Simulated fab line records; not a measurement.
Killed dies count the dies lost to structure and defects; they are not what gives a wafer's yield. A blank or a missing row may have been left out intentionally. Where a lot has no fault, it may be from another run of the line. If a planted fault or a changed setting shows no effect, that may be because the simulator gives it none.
Matching of chambers | flow n5Finfet | N5_BEOL_M8_CMP_52 on cmp-03 has 4 sister chambers
The step polishes, stops on SiCOH lowk, t overpolish 6.9 s, target thk 80 nm. 8 wafers are shown with their chamber, then 11 later ones without.

WAFERS PAIRED WITH THEIR CHAMBERS
wafer  | chamber | timeToEndpointS (s) | motorCurrentA (A)
L081.6 | 1       | 68                  | 6.9
L082.2 | 0       | 60                  | 5.9
L082.5 | 2       | 60                  | 7.1
L088.4 | 0       | 61                  | 6.3
L087.3 | 3       | 64                  | 7.0
L087.4 | 1       | 70                  | 6.9
L087.5 | 2       | 61                  | 6.9
L089.1 | 3       | 64                  | 7.1

WAFERS WITHOUT THEIR CHAMBER
wafer  | timeToEndpointS (s) | motorCurrentA (A)
L089.2 | 68                  | 7.1
L089.6 | 57                  | 7.0
L093.1 | 59                  | 6.6
L093.2 | 66                  | 7.3
L093.5 | 58                  | 6.1
L095.1 | 58                  | 5.8
L095.3 | 56                  | 6.8
L095.6 | 58                  | 6.9
L097.1 | 57                  | 6.6
L097.4 | 61                  | 6.0
L097.6 | 62                  | 6.2

EACH ONE'S CHAMBER
wafer  | from the rows above     | in truth
L089.2 | 1                       | 1
L089.6 | 2                       | 2
L093.1 | can't be placed: 2 or 0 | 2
L093.2 | can't be placed: 3 or 1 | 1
L093.5 | 0                       | 0
L095.1 | 0                       | 0
L095.3 | can't be placed: 2 or 0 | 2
L095.6 | 2                       | 2
L097.1 | can't be placed: 2 or 0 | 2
L097.4 | 0                       | 0
L097.6 | 0                       | 0
7 of 11 placed correctly. Cannot be placed on the basis of these rows: 4; the candidates contain the true chamber in 4. Placed wrongly: 0.
How it was worked out, from the rows above alone: a wafer's distance from a chamber is the root of the sum, over the readings, of the square of ((its reading less the chamber's mean) divided by the reading's scatter). The wafer belongs to the nearest chamber; if the next one is less than 2 further off, it can't be placed. For every chamber, the mean is computed from those of its wafers that are shown. The scatter: the root of (the sum of the squares of (reading less its chamber's mean) over the shown wafers, divided by (wafers less chambers)).
